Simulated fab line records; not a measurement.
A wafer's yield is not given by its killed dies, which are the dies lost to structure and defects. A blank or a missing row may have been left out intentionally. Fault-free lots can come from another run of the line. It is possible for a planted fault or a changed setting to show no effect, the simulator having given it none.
The tool behind it: which one?    flow n5_finfet    Sampling: 8 lots, 21 wafers, 8 of 1938 route steps

== WHAT EACH GAUGE READ, for each wafer ==
N5_BEOL_M2_OCD_MEAS_38.
lot   measured      on      trench_depth_nm (nm)
L560  day 9 02:09   ocd-02  54.7 56.4
L562  day 9 05:43   ocd-02  38.2 56.4
L565  day 9 13:49   ocd-02  37.9 56.3
L569  day 11 01:14  ocd-01  55.9 56.3 54.0
L572  day 11 21:50  ocd-01  53.9 57.8 56.3
L574  day 12 03:21  ocd-02  56.8 54.2 56.1
L576  day 12 13:07  ocd-01  54.3 56.2 54.2
L577  day 12 20:37  ocd-01  56.7 55.6 56.5

N5_BEOL_M2_THK_MEAS_53: measures by xrf.
lot   measured      on             M2_THK (nm)
L560  day 9 05:35   film_metro-01  38.4 40.9
L562  day 9 09:34   film_metro-02  21.5 39.0
L565  day 9 18:53   film_metro-02  21.2 39.2
L569  day 11 05:04  film_metro-01  38.5 38.7 36.6
L572  day 12 03:38  film_metro-01  39.7 41.5 41.5
L574  day 12 10:04  film_metro-01  39.8 37.2 39.3
L576  day 12 18:27  film_metro-02  39.6 39.7 38.6
L577  day 13 00:36  film_metro-02  38.2 39.4 41.8

N5_BEOL_M2_RS_MEAS_58: measurement is done with a four-point probe.
lot   measured      on             M2_RS (ohm/sq)
L560  day 9 05:51   film_metro-01  0.69 0.63
L562  day 9 09:53   film_metro-02  1.52 0.69
L565  day 9 19:14   film_metro-01  1.54 0.68
L569  day 11 05:20  film_metro-02  0.67 0.67 0.72
L572  day 12 03:56  film_metro-02  0.67 0.63 0.63
L574  day 12 10:21  film_metro-02  0.66 0.72 0.67
L576  day 12 18:43  film_metro-01  0.67 0.67 0.69
L577  day 13 00:52  film_metro-01  0.69 0.67 0.62

N5_BEOL_M4_RC_MEAS_101.
lot   measured      on         DIBL_N (mV/V)   DIBL_P (mV/V)   IOFF_N (nA/um)     IOFF_P (nA/um)  ION_N (uA/um)  ION_P (uA/um)  SERP_M2 (ohm/um)  SERP_M2_max_site (ohm/um)  SS_N (mV/dec)   SS_P (mV/dec)   VT_N (mV)    VT_P (mV)
L560  day 10 21:05  prober-01  29.2 34.0       27.8 34.2       0.072 0.124        0.10 0.16       628 651        436 449        210 215           229 243                    69.8 71.8       72.0 73.0       263 255      -260.2 -253.9
L562  day 10 22:10  prober-02  31.7 35.5       32.1 36.9       0.103 0.157        0.14 0.20       658 679        455 462        405 214           432 228                    70.2 71.3       72.0 73.4       257 249      -255.7 -249.9
L565  day 11 05:53  prober-02  36.1 37.2       34.5 36.3       0.134 0.151        0.19 0.22       666 668        456 464        435 194           460 201                    71.6 71.5       73.2 73.7       253 251      -251.0 -249.3
L569  day 12 16:12  prober-02  36.3 37.0 35.9  37.2 37.8 36.7  0.165 0.197 0.163  0.22 0.23 0.21  667 681 681    458 462 460    221 213 225       245 224 235                71.3 71.4 71.2  73.8 73.9 74.2  249 245 250  -248.6 -246.4 -248.7
L572  day 13 18:06  prober-01  36.0 35.0 32.7  34.9 34.2 31.9  0.143 0.130 0.108  0.19 0.18 0.16  659 673 665    456 465 468    187 182 171       206 199 179                71.5 70.1 70.4  72.6 72.3 72.3  254 251 252  -249.3 -252.6 -250.9
L574  day 13 21:32  prober-02  34.2 32.6 33.4  33.7 31.2 32.4  0.142 0.108 0.120  0.19 0.16 0.18  685 667 684    470 460 474    191 197 183       202 206 192                70.9 71.0 70.9  72.5 72.6 72.9  250 253 254  -249.0 -253.1 -249.8
L576  day 14 12:19  prober-01  35.8 37.0 33.9  35.3 37.5 33.2  0.138 0.159 0.114  0.20 0.23 0.16  668 661 651    456 460 450    207 204 201       215 206 208                71.2 71.6 70.2  73.1 72.8 72.4  250 250 254  -249.3 -248.0 -253.4
L577  day 15 05:55  prober-01  35.6 40.4 37.9  34.8 40.9 37.7  0.137 0.234 0.171  0.18 0.28 0.23  667 680 670    456 461 460    190 190 179       203 207 187                71.4 73.2 72.4  73.4 74.8 74.4  254 244 247  -254.8 -247.3 -250.3

== WHAT TOOL EACH LOT RAN ON (gives the tool, then ch and the chambers of the sampled wafers, and finally the start) ==
lot   N5_BEOL_M2_ETCH_70                  N5_BEOL_M2_STRIP_36                 N5_BEOL_M2_TRENCH_ETCH_37           N5_BEOL_M2_PRE_CLEAN_45
L560  rie_diel-04 ch 0,3, day 9 01:47     rie_diel-04 ch 0,3, day 9 01:57     rie_diel-04 ch 0,3, day 9 01:59     pvd_sputter-03, day 9 02:23
L562  rie_diel-04 ch 0,1, day 9 05:22     rie_diel-04 ch 0,1, day 9 05:31     rie_diel-04 ch 0,1, day 9 05:34     pvd_sputter-03, day 9 06:14
L565  rie_diel-04 ch 1, day 9 13:27       rie_diel-04 ch 1, day 9 13:37       rie_diel-04 ch 1, day 9 13:40       pvd_sputter-01, day 9 14:55
L569  rie_diel-03 ch 1,2, day 11 00:53    rie_diel-03 ch 1,2, day 11 01:03    rie_diel-03 ch 1,2, day 11 01:05    pvd_sputter-01, day 11 01:50
L572  rie_diel-03 ch 1,2,3, day 11 21:29  rie_diel-03 ch 1,2,3, day 11 21:39  rie_diel-03 ch 1,2,3, day 11 21:41  pvd_sputter-02, day 11 22:43
L574  rie_diel-03 ch 1,2,3, day 12 02:59  rie_diel-03 ch 1,2,3, day 12 03:09  rie_diel-03 ch 1,2,3, day 12 03:11  pvd_sputter-02, day 12 03:35
L576  rie_diel-03 ch 0,1,2, day 12 12:45  rie_diel-03 ch 0,1,2, day 12 12:55  rie_diel-03 ch 0,1,2, day 12 12:58  pvd_sputter-02, day 12 15:18
L577  rie_diel-04 ch 0,3, day 12 20:15    rie_diel-04 ch 0,3, day 12 20:25    rie_diel-04 ch 0,3, day 12 20:27    pvd_sputter-03, day 12 21:16
- N5_BEOL_M2_ETCH_70: etches SOC in N2/H2, target depth 80 nm, overetch 24 nm, time 130 s.
- N5_BEOL_M2_STRIP_36: strips in N2/H2.
- N5_BEOL_M2_TRENCH_ETCH_37: etches SiOC in C4F6/O2, target depth 55.555 nm, time 29.2 s.
- N5_BEOL_M2_PRE_CLEAN_45: time 30 s.

== AS READ BY THE TOOLS THEMSELVES (means over the sampled wafers that have a number; for cases with no such wafer, the mark the record gives instead) ==
N5_BEOL_M2_ETCH_70.
lot   tool         bias_w (W)  drypump_motor_current_A (A)  oes_product_au (a.u.)  rf_fwd_power_W (W)  rf_vpp_V (V)  run_length_s (s)  showerhead_plenum_p_Torr (Torr)  throttle_valve_pct (%)
L560  rie_diel-04  150.1       6.2                          0.57                   839.0               524           153.5             2.60                             18.21
L562  rie_diel-04  149.7       6.0                          0.65                   837.9               526           153.7             2.60                             17.87
L565  rie_diel-04  149.8       6.0                          0.67                   836.0               522           153.9             2.50                             17.63
L569  rie_diel-03  150.1       5.7                          0.63                   836.7               524           153.0             2.56                             17.58
L572  rie_diel-03  150.2       5.6                          0.62                   837.3               525           153.3             2.56                             17.58
L574  rie_diel-03  150.0       5.6                          0.61                   833.4               524           153.5             2.56                             17.58
L576  rie_diel-03  150.0       5.7                          0.57                   838.1               522           152.9             2.48                             17.80
L577  rie_diel-04  150.1       6.3                          0.67                   836.2               525           153.7             2.56                             17.99

N5_BEOL_M2_STRIP_36.
lot   tool         drypump_motor_current_A (A)  oes_product_au (a.u.)  rf_vpp_V (V)  showerhead_plenum_p_Torr (Torr)  throttle_valve_pct (%)
L560  rie_diel-04  6.3                          0.78                   58.6          2.60                             24.1
L562  rie_diel-04  6.2                          0.90                   58.4          2.60                             23.9
L565  rie_diel-04  6.0                          0.92                   58.2          2.50                             23.6
L569  rie_diel-03  5.7                          0.85                   59.4          2.56                             23.5
L572  rie_diel-03  5.6                          0.85                   59.6          2.56                             23.4
L574  rie_diel-03  5.7                          0.84                   58.4          2.56                             23.4
L576  rie_diel-03  5.7                          0.77                   59.6          2.47                             23.6
L577  rie_diel-04  6.3                          0.93                   58.9          2.56                             23.9

N5_BEOL_M2_TRENCH_ETCH_37.
lot   tool         bias_w (W)  drypump_motor_current_A (A)  oes_o_777_au (a.u.)  oes_product_au (a.u.)  rf_fwd_power_W (W)  rf_vpp_V (V)  run_length_s (s)  showerhead_plenum_p_Torr (Torr)  throttle_valve_pct (%)
L560  rie_diel-04  185.1       6.3                          0.76                 0.78                   351.2               666           52.9              2.92                             21.26
L562  rie_diel-04  184.6       6.0                          0.90                 0.90                   350.6               670           48.0              2.91                             20.91
L565  rie_diel-04  184.9       6.0                          0.94                 0.92                   352.1               670           48.5              2.78                             20.56
L569  rie_diel-03  185.4       5.7                          0.85                 0.85                   352.1               655           52.5              2.89                             20.68
L572  rie_diel-03  185.4       5.6                          0.84                 0.84                   350.7               663           52.6              2.89                             20.77
L574  rie_diel-03  184.8       5.6                          0.84                 0.84                   350.7               664           52.9              2.89                             20.77
L576  rie_diel-03  184.7       5.7                          0.76                 0.76                   350.7               664           52.4              2.78                             20.86
L577  rie_diel-04  185.3       6.4                          0.89                 0.92                   351.5               665           53.1              2.87                             21.03

N5_BEOL_M2_PRE_CLEAN_45.
lot   tool            heater_power_w (W)  susceptor_temp_C (C)
L560  pvd_sputter-03  322                 250.00
L562  pvd_sputter-03  348                 249.91
L565  pvd_sputter-01  373                 250.07
L569  pvd_sputter-01  310                 249.98
L572  pvd_sputter-02  322                 250.04
L574  pvd_sputter-02  342                 249.96
L576  pvd_sputter-02  322                 250.02
L577  pvd_sputter-03  301                 250.04

== THE ANSWER, worked out from the rows above alone ==
Rule: the lots themselves supply what counts as usual. Put in order of their means at a reading, lots are off if they are a third of the lots or fewer, leave a main group of 4 or more, and stand apart from it by a gap of 3 or more times the standard deviation of the main group's means; of several such gaps the widest counts. If all means in a main group match to the digits the tables above print for the reading, that group is not used. Also off: a lot with no number at a reading for which 4 or more lots have one. Any other lot the step has rows for is counted as sound. After the gauges, taken in route order, come the tools' own readings; for these a lot's mean is taken, as printed above. At the first step where some lot is off, the reading lying furthest off is the one used; lots without a number count as furthest.
Off at N5_BEOL_M2_OCD_MEAS_38 (trench_depth_nm): L562, L565. Mean 55.6 nm and standard deviation 0.44 in the main group.
If a tool, at a process step before that reading, ran all the lots that are off and no sound lot after the first of them, it fits. Not tried: the gauges at N5_BEOL_M2_OCD_MEAS_38; whatever is off there is also off at N5_BEOL_M2_THK_MEAS_53, on other tools, and gauge error can't account for it. No candidate that was tried fits.

== WHAT HAD BEEN PUT IN BY THE SIMULATOR ==
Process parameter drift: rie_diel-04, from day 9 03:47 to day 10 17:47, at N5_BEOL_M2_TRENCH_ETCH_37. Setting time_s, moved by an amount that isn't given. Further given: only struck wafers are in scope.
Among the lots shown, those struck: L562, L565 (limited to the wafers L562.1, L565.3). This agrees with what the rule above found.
